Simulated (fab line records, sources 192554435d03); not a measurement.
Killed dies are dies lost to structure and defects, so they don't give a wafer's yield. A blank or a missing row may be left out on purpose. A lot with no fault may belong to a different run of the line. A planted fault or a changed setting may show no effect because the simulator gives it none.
Chamber matching -- flow n5_finfet -- N5_SD_EPI_P_SD_RECESS_17 on rie_si-01 has 4 sister chambers
The step chemistry HBr/Cl2/O2, target depth 39.1 nm, bt time 3 s. 4 wafers are shown with their chamber, then 11 later ones without.

## WAFERS PAIRED WITH THEIR CHAMBERS
wafer,chamber,drypump_motor_current_A (A)
L088.5,2,5.0
L089.2,1,5.6
L089.5,3,4.8
L090.1,0,5.2

## WAFERS WHOSE CHAMBER IS MISSING
wafer,drypump_motor_current_A (A)
L090.4,5.1
L090.5,4.8
L091.3,4.8
L091.4,5.1
L091.5,4.7
L095.2,5.1
L095.5,5.1
L095.6,5.7
L097.2,4.8
L097.4,5.2
L097.6,5.0

## WHICH CHAMBER EACH ONE RAN IN
wafer,from the rows above,in truth
L090.4,can't be placed: 2 or 0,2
L090.5,3,3
L091.3,3,3
L091.4,can't be placed: 2 or 0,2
L091.5,3,3
L095.2,can't be placed: 2 or 0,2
L095.5,can't be placed: 2 or 0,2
L095.6,1,1
L097.2,3,3
L097.4,0,0
L097.6,2,2
7 of 11 placed correctly. Can't be placed from these rows: 4 (the true chamber is among the candidates in 4). Placed wrongly: 0.
How it was worked out, from the rows above alone: a wafer's distance from a chamber is the root of the sum, over the readings, of the square of ((its reading less the chamber's mean) divided by the reading's scatter). If the next closest chamber is less than 2 further off than the closest, the wafer can't be placed; otherwise it belongs to the closest. For every chamber, the mean is computed from those of its wafers that are shown. The scatter (one wafer shown for each chamber): square how far every hidden wafer sits from the nearest shown wafer, average those squares and take the square root.
